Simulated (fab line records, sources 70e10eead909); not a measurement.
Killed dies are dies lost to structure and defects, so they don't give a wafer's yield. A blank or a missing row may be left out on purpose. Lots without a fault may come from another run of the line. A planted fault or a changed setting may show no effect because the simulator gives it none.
fab line records | flow nand_harc | part 1 of 2: steps 1 to 23 of 35
record lots=5 wafers=15 last_day=31
route steps=1302 shown P_BONDPAD@355 A_START@389 A_ZERO_WELL@390
lots that met no fault: from a run of the same line without faults
start_h: hours from the record's first day to the start of the lot's first wafer shown | wait_h: hours since the lot's step before | " the same as in the row above | L1.1+2: a row that stands for several wafers | - no value, or no start given | * or withheld: withheld | < > ~ a bound
route shown NAME@n: a module of which the file shows steps, and the number in the route of the first | usual: mean/standard deviation of fault-free wafers | same: alike in all rows | chamber/n: place in a boat | sites: the reading at each site | _std_site: their standard deviation | _edge_site: outer sites' mean less inner sites' | radius_mm: how far each site lies from the wafer's centre | mask NAME#n: copy n | behind: the tool/chamber that last shaped the wafer | hold: why the lot was held/for how many hours/how that ended | device: the transistor (n, p or np) that didn't switch | end of line: the same wafers' tests at the end of the route | a step without rows: its recipe alone | killed: dies lost to structure and defects at the first sort, not the wafer's yield | map: a wafer's dies, x killed, . not, _ none there
set.NAME: the setting as run; set.NAME@STEP: as run at that earlier step | model.NAME: the simulator's own value behind a step, which no gauge read
lots at some steps of the route; a table a step, a row a wafer
services: from which hour (start_h, from the record's first day; less than 0 if before it) a tool's chamber was out of use, for how many hours, and why
## steps
# step NHARC_P_BONDPAD_DEHYDRATE_01
# recipe temp_c=150 time_s=120
# usual heater_power_total_W=182.5/1.3
# columns lot.wafer tool chamber start_h wait_h heater_power_total_W
L080.1 litho_track-05 0 195.05 0.1 184.1
L080.4 " 0 " " 184.4
L080.5 " 0 " " 182.6
L082.1 litho_track-05 0 213.52 0.1 181.5
L082.3 " 0 " " 182.5
L082.6 " 0 " " 181.5
L085.1 litho_track-07 0 242.05 0.1 180.6
L085.2 " 0 " " 183.5
L085.4 " 0 " " 181.3
L091.2 litho_track-07 0 301.77 0.1 184.3
L091.4 " 0 " " 182.0
L091.6 " 0 " " 184.9
L092.1 litho_track-05 0 316.20 0.1 181.0
L092.5 " 0 " " 182.6
L092.6 " 0 " " 181.9
# step NHARC_P_BONDPAD_HMDS_02
# recipe time_s=30
# columns lot.wafer tool chamber start_h wait_h
L080.1+4+5 litho_track-05 0 - -
L082.1+3+6 litho_track-05 0 - -
L085.1+2+4 litho_track-07 0 - -
L091.2+4+6 litho_track-07 0 - -
L092.1+5+6 litho_track-05 0 - -
# step NHARC_P_BONDPAD_COAT_36
# recipe temp_c=200 time_s=65
# usual heater_power_total_W=386.2/1.3
# columns lot.wafer tool chamber start_h wait_h heater_power_total_W
L080.1 litho_track-05 0 - - 385.7
L080.4 " 0 " " 388.0
L080.5 " 0 " " 384.2
L082.1 litho_track-05 0 - - 385.4
L082.3 " 0 " " 386.8
L082.6 " 0 " " 386.4
L085.1 litho_track-07 0 - - 384.2
L085.2 " 0 " " 384.9
L085.4 " 0 " " 386.6
L091.2 litho_track-07 0 - - 387.0
L091.4 " 0 " " 384.4
L091.6 " 0 " " 385.5
L092.1 litho_track-05 0 - - 388.0
L092.5 " 0 " " 387.6
L092.6 " 0 " " 384.6
# step NHARC_P_BONDPAD_COAT_03
# recipe spin_rpm=2000 resist_thk_nm=600
# columns lot.wafer tool chamber start_h wait_h
L080.1+4+5 litho_track-05 0 - -
L082.1+3+6 litho_track-05 0 - -
L085.1+2+4 litho_track-07 0 - -
L091.2+4+6 litho_track-07 0 - -
L092.1+5+6 litho_track-05 0 - -
# step NHARC_P_BONDPAD_SOFTBAKE_04
# recipe temp_c=125 time_s=70
# usual heater_power_total_W=200.8/1.3
# columns lot.wafer tool chamber start_h wait_h heater_power_total_W
L080.1 litho_track-05 0 - - 200.0
L080.4 " 0 " " 201.2
L080.5 " 0 " " 202.0
L082.1 litho_track-05 0 - - 198.9
L082.3 " 0 " " 201.1
L082.6 " 0 " " 202.3
L085.1 litho_track-07 0 - - 202.0
L085.2 " 0 " " 201.9
L085.4 " 0 " " 202.5
L091.2 litho_track-07 0 - - 200.1
L091.4 " 0 " " 202.3
L091.6 " 0 " " 202.5
L092.1 litho_track-05 0 - - 202.7
L092.5 " 0 " " 200.6
L092.6 " 0 " " 200.8
# step NHARC_P_BONDPAD_EBR_05
# columns lot.wafer tool chamber start_h wait_h
L080.1+4+5 litho_track-05 0 - -
L082.1+3+6 litho_track-05 0 - -
L085.1+2+4 litho_track-07 0 - -
L091.2+4+6 litho_track-07 0 - -
L092.1+5+6 litho_track-05 0 - -
# step NHARC_P_BONDPAD_EXPOSE_06
# recipe na=0.55 dose_mj=37.06 mask_id=P_BPAD
# usual stage_vel_mm_s=499.95/0.27
# columns lot.wafer tool chamber start_h wait_h mask stage_vel_mm_s
L080.1 krf_scanner-01 0 195.21 - P_BPAD#0 500.05
L080.4 " 0 " " P_BPAD#0 499.80
L080.5 " 0 " " P_BPAD#0 499.64
L082.1 krf_scanner-01 0 213.68 - P_BPAD#0 500.05
L082.3 " 0 " " P_BPAD#0 500.23
L082.6 " 0 " " P_BPAD#0 500.33
L085.1 krf_scanner-03 0 242.34 - P_BPAD#0 499.82
L085.2 " 0 " " P_BPAD#0 500.31
L085.4 " 0 " " P_BPAD#0 500.33
L091.2 krf_scanner-01 0 302.06 - P_BPAD#0 500.29
L091.4 " 0 " " P_BPAD#0 499.96
L091.6 " 0 " " P_BPAD#0 500.36
L092.1 krf_scanner-03 0 316.49 - P_BPAD#0 499.76
L092.5 " 0 " " P_BPAD#0 499.76
L092.6 " 0 " " P_BPAD#0 499.75
# step NHARC_P_BONDPAD_PEB_07
# recipe peb_temp_c=128 peb_time_s=80
# usual heater_power_total_W=189.8/0.76
# columns lot.wafer tool chamber start_h wait_h heater_power_total_W
L080.1 litho_track-02 0 195.28 0.1 190.7
L080.4 " 0 " " 189.5
L080.5 " 0 " " 189.5
L082.1 litho_track-07 0 213.75 0.1 189.7
L082.3 " 0 " " 190.5
L082.6 " 0 " " 188.8
L085.1 litho_track-05 0 242.40 0.1 188.9
L085.2 " 0 " " 190.8
L085.4 " 0 " " 190.7
L091.2 litho_track-02 0 302.12 0.1 189.5
L091.4 " 0 " " 190.5
L091.6 " 0 " " 188.9
L092.1 litho_track-07 0 316.56 0.1 189.9
L092.5 " 0 " " 189.7
L092.6 " 0 " " 190.9
# step NHARC_P_BONDPAD_DEVELOP_08
# recipe time_s=50 dev_temp_c=22
# columns lot.wafer tool chamber start_h wait_h
L080.1+4+5 litho_track-02 0 - -
L082.1+3+6 litho_track-07 0 - -
L085.1+2+4 litho_track-05 0 - -
L091.2+4+6 litho_track-02 0 - -
L092.1+5+6 litho_track-07 0 - -
# step NHARC_P_BONDPAD_CD_MEAS_09
# recipe target_cd_nm=500 landing_energy_ev=500
# usual cd_nm=500.2/1.8
# columns lot.wafer tool chamber start_h wait_h cd_nm
L080.1 cd_sem-02 0 195.36 - 502.5
L080.4 " 0 " " 501.6
L080.5 " 0 " " 504.2
L082.1 cd_sem-02 0 213.83 - 496.9
L082.3 " 0 " " 499.2
L082.6 " 0 " " 498.9
L085.1 cd_sem-01 0 242.49 - 501.7
L085.2 " 0 " " 500.4
L085.4 " 0 " " 502.8
L091.2 cd_sem-02 0 302.21 - 496.3
L091.4 " 0 " " 499.1
L091.6 " 0 " " 499.2
L092.1 cd_sem-01 0 316.64 - 496.8
L092.5 " 0 " " 498.8
L092.6 " 0 " " 497.9
# step NHARC_P_BONDPAD_OVL_MEAS_38
# usual overlay_x_nm=0/5.7 overlay_y_nm=1/5.2
# columns lot.wafer tool chamber start_h wait_h overlay_x_nm overlay_y_nm
L080.1 overlay-02 - 195.45 - -2 9
L080.4 " - " " -2 9
L080.5 " - " " -2 9
L082.1 overlay-02 - 213.92 - -7 -1
L082.3 " - " " -7 0
L082.6 " - " " -7 0
L085.1 overlay-02 - 242.58 - 16 1
L085.2 " - " " 17 1
L085.4 " - " " 16 1
L091.2 overlay-01 - 302.30 - 1 -5
L091.4 " - " " 1 -5
L091.6 " - " " 1 -4
L092.1 overlay-02 - 316.73 - 0 -5
L092.5 " - " " 0 -5
L092.6 " - " " 0 -6
# step NHARC_P_BONDPAD_HARDBAKE_10
# recipe temp_c=118 time_s=65
# usual heater_power_total_W=195.7/0.37
# columns lot.wafer tool chamber start_h wait_h heater_power_total_W
L080.1 litho_track-02 0 195.50 0.0 196.1
L080.4 " 0 " " 196.2
L080.5 " 0 " " 195.3
L082.1 litho_track-02 0 213.97 0.0 196.1
L082.3 " 0 " " 195.9
L082.6 " 0 " " 195.2
L085.1 litho_track-02 0 242.62 0.0 195.7
L085.2 " 0 " " 195.9
L085.4 " 0 " " 196.1
L091.2 litho_track-02 0 302.35 0.0 195.9
L091.4 " 0 " " 195.9
L091.6 " 0 " " 195.7
L092.1 litho_track-07 0 316.78 0.0 196.1
L092.5 " 0 " " 196.2
L092.6 " 0 " " 195.1
# step NHARC_P_BONDPAD_DESCUM_11
# recipe time_s=3 o2_flow_sccm=200 ar_flow_sccm=0 bias_power_w=0 chemistry=O2
# usual drypump_motor_current_A=5.4/0.61 oes_product_au=0.999/0.01 rf_vpp_V=57.7/0.89 showerhead_plenum_p_Torr=1.91/0.081 throttle_valve_pct=11.311/0.0089
# columns lot.wafer tool chamber start_h wait_h drypump_motor_current_A oes_product_au rf_hours_counter_h rf_vpp_V showerhead_plenum_p_Torr throttle_valve_pct
L080.4 rie_diel-04 2 195.58 - 4.6 1.000 0.1 56.6 1.84 11.319
L080.1 " 0 " " 5.9 1.001 0.0 57.4 1.82 11.318
L080.5 " 2 " " 4.7 1.001 - 57.8 1.85 11.307
L082.3 rie_diel-04 1 214.05 - 4.8 0.983 1.3 58.5 2.04 11.307
L082.1 " 2 " " 4.7 1.004 1.2 57.2 1.84 11.313
L082.6 " 2 " " 4.7 0.991 - 57.3 1.84 11.311
L085.2 rie_diel-04 0 242.71 - 5.9 0.994 1.7 58.5 1.82 11.305
L085.1 " 1 " " 4.8 0.987 1.9 58.4 2.04 11.314
L085.4 " 2 " " 4.7 0.994 1.8 56.3 1.84 11.307
L091.4 rie_diel-04 3 302.44 - 4.7 0.991 5.5 57.9 1.99 11.308
L091.2 " 0 " " 5.9 0.996 5.8 56.4 1.82 11.316
L091.6 " 2 " " 4.7 0.982 - 57.4 1.84 11.322
L092.1 rie_diel-02 2 316.87 - 5.1 1.006 2.1 57.1 1.90 11.323
L092.5 " 0 " " 6.4 1.014 - 58.5 1.98 11.315
L092.6 " 1 " " 5.9 1.002 - 58.1 1.86 11.300
# step NHARC_P_BONDPAD_ETCH_37
# recipe target_depth_a=600 overetch_a=180 time_s=65.91 ion_energy_ev=200 n2_flow_sccm=150 h2_flow_sccm=150 ar_flow_sccm=0 rf_w=400 bias_w=150 chemistry=N2/H2
# usual bias_w=150.0/0.44 drypump_motor_current_A=5.4/0.61 n2_flow_sccm=150.1/0.46 oes_product_au=0.998/0.012 rf_vpp_V=430.3/2.6 showerhead_plenum_p_Torr=2.03/0.091 throttle_valve_pct=14.173/0.0087
# columns lot.wafer tool chamber start_h wait_h bias_w drypump_motor_current_A n2_flow_sccm oes_product_au rf_hours_counter_h rf_vpp_V showerhead_plenum_p_Torr throttle_valve_pct
L080.1 rie_diel-04 0 195.66 0.1 149.1 5.9 149.1 0.987 0.0 428.6 1.94 14.178
L080.4 " 1 " " 149.9 4.8 150.0 0.974 0.0 434.8 2.18 14.160
L080.5 " 1 " " 149.3 4.8 149.9 0.985 - 433.7 2.18 14.163
L082.1 rie_diel-04 2 214.14 0.1 150.2 4.7 150.3 1.002 1.2 426.3 1.96 14.173
L082.3 " 0 " " 149.7 5.9 149.9 0.989 1.0 426.8 1.94 14.164
L082.6 " 2 " " 150.3 4.7 149.3 0.994 - 428.6 1.96 14.166
L085.1 rie_diel-04 2 242.79 0.1 149.8 4.7 150.1 0.995 1.8 428.9 1.96 14.182
L085.2 " 3 " " 150.4 4.7 150.9 0.993 1.6 432.8 2.12 14.165
L085.4 " 0 " " 150.3 5.9 149.7 0.997 1.7 427.2 1.94 14.177
L091.2 rie_diel-04 0 302.51 0.1 149.9 5.9 149.4 0.996 5.8 427.6 1.94 14.167
L091.4 " 1 " " 150.7 4.8 150.7 0.995 4.8 434.1 2.18 14.154
L091.6 " 1 " " 149.8 4.8 150.5 0.977 - 434.1 2.18 14.188
L092.1 rie_diel-02 2 316.96 0.1 149.4 5.1 150.6 1.009 2.1 430.7 2.02 14.166
L092.6 " 3 " " 150.3 5.4 149.6 0.987 - 428.2 1.94 14.185
L092.5 " 0 " " 150.3 6.4 150.2 1.010 - 433.0 2.11 14.181
# step NHARC_P_BONDPAD_ETCH_12
# recipe target_depth_a=2000 time_s=100 chf3_flow_sccm=50 o2_flow_sccm=10 ar_flow_sccm=200 rf_w=500 bias_w=200 chemistry=CHF3/O2
# usual bias_w=200.0/0.55 drypump_motor_current_A=5.4/0.62 oes_product_au=0.943/0.023 rf_vpp_V=370.5/2.3 showerhead_plenum_p_Torr=2.40/0.098 throttle_valve_pct=20.572/0.0089
# columns lot.wafer tool chamber start_h wait_h bias_w drypump_motor_current_A oes_product_au rf_hours_counter_h rf_vpp_V showerhead_plenum_p_Torr throttle_valve_pct
L080.4 rie_diel-04 1 - - 200.2 4.8 0.973 0.1 372.9 2.56 20.570
L080.1 " 0 " " 199.4 5.9 0.962 0.1 369.1 2.29 20.573
L080.5 " 1 " " 199.7 4.8 0.964 - 374.5 2.56 20.582
L082.1 rie_diel-04 1 - - 199.4 4.8 0.908 1.3 374.7 2.56 20.580
L082.3 " 3 " " 199.8 4.6 0.916 0.9 372.3 2.49 20.566
L082.6 " 0 " " 199.7 5.9 0.926 - 370.2 2.29 20.583
L085.1 rie_diel-04 3 - - 200.1 4.7 0.950 1.7 372.1 2.49 20.560
L085.4 " 0 " " 200.7 5.9 0.949 1.7 368.2 2.29 20.566
L085.2 " 1 " " 199.8 4.8 0.948 1.9 372.5 2.56 20.567
L091.4 rie_diel-04 1 - - 199.9 4.8 0.944 4.8 372.9 2.56 20.561
L091.2 " 3 " " 200.5 4.7 0.974 5.5 372.0 2.49 20.575
L091.6 " 2 " " 199.9 4.6 0.960 - 369.4 2.32 20.579
L092.1 rie_diel-02 0 - - 200.1 6.4 0.965 2.3 372.6 2.48 20.570
L092.5 " 1 " " 199.6 5.9 0.959 - 369.6 2.34 20.569
L092.6 " 2 " " 199.5 5.1 0.986 - 368.9 2.38 20.575
# step NHARC_P_BONDPAD_CD_MEAS_13
# usual cd_nm=499.9/1.9
# columns lot.wafer tool chamber start_h wait_h cd_nm
L080.1 cd_sem-02 - 195.89 - 502.4
L080.4 " - " " 499.9
L080.5 " - " " 503.0
L082.1 cd_sem-01 - 214.36 - 496.4
L082.3 " - " " 498.4
L082.6 " - " " 497.8
L085.1 cd_sem-01 - 243.02 - 500.2
L085.2 " - " " 499.6
L085.4 " - " " 502.9
L091.2 cd_sem-01 - 302.74 - 496.7
L091.4 " - " " 499.6
L091.6 " - " " 499.3
L092.1 cd_sem-02 - 317.17 - 497.2
L092.5 " - " " 498.9
L092.6 " - " " 499.1
# step NHARC_P_BONDPAD_STRIP_15
# recipe o2_flow_sccm=500 ar_flow_sccm=0 bias_w=0 chemistry=O2
# usual drypump_motor_current_A=5.5/0.62 oes_product_au=0.997/0.011 rf_vpp_V=57.6/0.86 showerhead_plenum_p_Torr=3.53/0.16 throttle_valve_pct=17.036/0.0085
# same bias_w=0
# columns lot.wafer tool chamber start_h wait_h drypump_motor_current_A oes_product_au rf_hours_counter_h rf_vpp_V showerhead_plenum_p_Torr throttle_valve_pct
L080.1 rie_diel-07 0 196.00 0.1 6.5 1.012 4.0 58.0 3.66 17.040
L080.4 " 1 " " 5.2 1.001 4.4 57.5 3.34 17.036
L080.5 " 2 " " 5.5 0.997 - 57.2 3.77 17.042
L082.3 rie_diel-04 3 214.44 0.1 4.7 0.990 1.0 57.1 3.66 17.052
L082.1 " 0 " " 6.0 0.983 1.1 58.3 3.37 17.028
L082.6 " 3 " " 4.7 0.989 - 58.9 3.66 17.032
L085.4 rie_diel-02 3 243.11 0.1 5.4 0.985 0.3 57.3 3.38 17.036
L085.2 " 0 " " 6.4 1.022 0.4 58.8 3.64 17.027
L085.1 " 1 " " 6.0 0.994 0.5 57.6 3.44 17.048
L091.4 rie_diel-04 0 302.83 0.1 5.9 0.995 5.8 57.7 3.37 17.035
L091.2 " 2 " " 4.7 0.988 5.4 57.6 3.41 17.042
L091.6 " 0 " " 5.9 1.000 - 56.1 3.37 17.040
L092.1 rie_diel-04 2 317.26 0.1 4.6 1.004 6.2 58.2 3.41 17.044
L092.6 " 1 " " 4.8 0.989 - 58.0 3.75 17.044
L092.5 " 2 " " 4.6 0.998 - 58.0 3.41 17.049
# step NHARC_P_BONDPAD_ETCH_24
# recipe target_depth_a=300 over_etch_frac=0.3 time_s=72.99 ion_energy_ev=150 cf4_flow_sccm=50 n2_flow_sccm=100 ar_flow_sccm=150 rf_w=300 bias_w=100 chemistry=CF4/N2
# usual bias_w=99.94/0.3 drypump_motor_current_A=5.5/0.66 n2_flow_sccm=100.03/0.27 oes_product_au=0.999/0.01 rf_vpp_V=314.3/2.2 showerhead_plenum_p_Torr=2.62/0.12 throttle_valve_pct=19.795/0.009
# columns lot.wafer tool chamber start_h wait_h bias_w drypump_motor_current_A n2_flow_sccm oes_product_au rf_hours_counter_h rf_vpp_V showerhead_plenum_p_Torr throttle_valve_pct
L080.1 rie_diel-07 0 - - 99.82 6.5 99.90 1.022 4.0 316.4 2.73 19.794
L080.4 " 2 " " 100.12 5.5 100.13 1.005 4.5 317.7 2.81 19.805
L080.5 " 0 " " 99.75 6.5 99.91 1.007 - 315.3 2.73 19.802
L082.1 rie_diel-04 1 - - 100.22 4.8 100.18 0.981 1.4 317.7 2.80 19.779
L082.3 " 3 " " 100.11 4.7 99.68 0.991 1.0 315.3 2.72 19.798
L082.6 " 0 " " 99.99 5.9 99.97 0.987 - 311.0 2.51 19.799
L085.2 rie_diel-02 0 - - 100.53 6.3 99.96 1.010 0.4 316.1 2.71 19.806
L085.4 " 1 " " 99.84 5.9 99.81 0.994 0.5 313.6 2.56 19.789
L085.1 " 3 " " 100.37 5.4 99.96 0.982 0.4 310.7 2.51 19.811
L091.2 rie_diel-04 0 - - 99.66 5.9 100.05 1.000 5.9 311.9 2.51 19.799
L091.4 " 2 " " 99.96 4.6 99.97 0.994 5.4 312.9 2.53 19.786
L091.6 " 3 " " 99.52 4.7 100.29 0.991 - 314.3 2.72 19.790
L092.1 rie_diel-04 1 - - 100.07 4.8 99.89 0.980 5.8 317.1 2.79 19.788
L092.5 " 1 " " 99.63 4.8 99.84 0.985 - 318.6 2.79 19.796
L092.6 " 2 " " 99.35 4.6 99.81 0.989 - 312.6 2.53 19.784
# step NHARC_P_BONDPAD_STRIP_16
# recipe time_s=600 temp_c=30 chemistry=post_etch_residue_remover
# columns lot.wafer tool chamber start_h wait_h
L080.1+4+5 wet_bench-10 0,1,2 196.25 -
L082.1+3+6 wet_bench-10 6,7,2 214.71 -
L085.2+1+4 wet_bench-08 5,6,7 243.38 -
L091.2+6+4 wet_bench-10 1,3,6 303.09 -
L092.1+6+5 wet_bench-08 1,2,3 317.52 -
# step NHARC_P_BONDPAD_DEGAS_25
# recipe temp_c=300 time_s=60
# usual heater_power_w=472/55
# columns lot.wafer tool chamber start_h wait_h heater_power_w
L080.4 pvd_sputter-01 - 196.52 - 439
L080.1 " - " " 506
L080.5 " - " " 442
L082.3 pvd_sputter-02 - 214.98 - 373
L082.1 " - " " 454
L082.6 " - " " 422
L085.1 pvd_sputter-01 - 243.64 - 605
L085.4 " - " " 514
L085.2 " - " " 534
L091.4 pvd_sputter-03 - 303.38 - 437
L091.2 " - " " 475
L091.6 " - " " 440
L092.1 pvd_sputter-03 - 317.81 - 436
L092.5 " - " " 493
L092.6 " - " " 453
# step NHARC_P_BONDPAD_PRE_CLEAN_26
# recipe time_s=30 temp_c=280 gas=H2/He
# usual heater_power_w=416/46
# columns lot.wafer tool chamber start_h wait_h heater_power_w
L080.1 pvd_sputter-01 - - - 406
L080.4 " - " " 416
L080.5 " - " " 510
L082.3 pvd_sputter-02 - - - 337
L082.1 " - " " 402
L082.6 " - " " 367
L085.4 pvd_sputter-01 - - - 454
L085.2 " - " " 471
L085.1 " - " " 386
L091.2 pvd_sputter-03 - - - 418
L091.4 " - " " 433
L091.6 " - " " 426
L092.1 pvd_sputter-03 - - - 392
L092.5 " - " " 393
L092.6 " - " " 398
# step NHARC_P_BONDPAD_PVD_17
# recipe target_thk_a=50 bias_v=168.6 power_w=15000 chamber_pressure_pa=0.12 time_s=8.06 substrate_temp_c=50 material=TaN
# usual throttle_valve_pct=29.9/1.2
# columns lot.wafer tool chamber start_h wait_h throttle_valve_pct
L080.1 pvd_sputter-01 - - - 31.2
L080.4 " - " " 28.8
L080.5 " - " " 31.3
L082.1 pvd_sputter-02 - - - 30.0
L082.3 " - " " 29.4
L082.6 " - " " 30.8
L085.2 pvd_sputter-01 - - - 32.0
L085.4 " - " " 28.8
L085.1 " - " " 30.5
L091.2 pvd_sputter-03 - - - 27.8
L091.4 " - " " 30.3
L091.6 " - " " 27.7
L092.1 pvd_sputter-03 - - - 30.3
L092.5 " - " " 27.7
L092.6 " - " " 30.4
# step NHARC_P_BONDPAD_PVD_27
# recipe target_thk_a=300 chamber_pressure_pa=5 power_w=5000 substrate_temp_c=30 time_s=20.49 material=Cu
# usual throttle_valve_pct=29.9/1.2
# columns lot.wafer tool chamber start_h wait_h throttle_valve_pct
L080.1 pvd_sputter-01 - - - 31.1
L080.4 " - " " 29.0
L080.5 " - " " 30.4
L082.1 pvd_sputter-02 - - - 30.1
L082.3 " - " " 30.8
L082.6 " - " " 30.0
L085.1 pvd_sputter-01 - - - 30.5
L085.2 " - " " 28.4
L085.4 " - " " 30.5
L091.2 pvd_sputter-03 - - - 29.7
L091.4 " - " " 27.9
L091.6 " - " " 30.1
L092.1 pvd_sputter-03 - - - 30.0
L092.6 " - " " 30.3
L092.5 " - " " 29.9
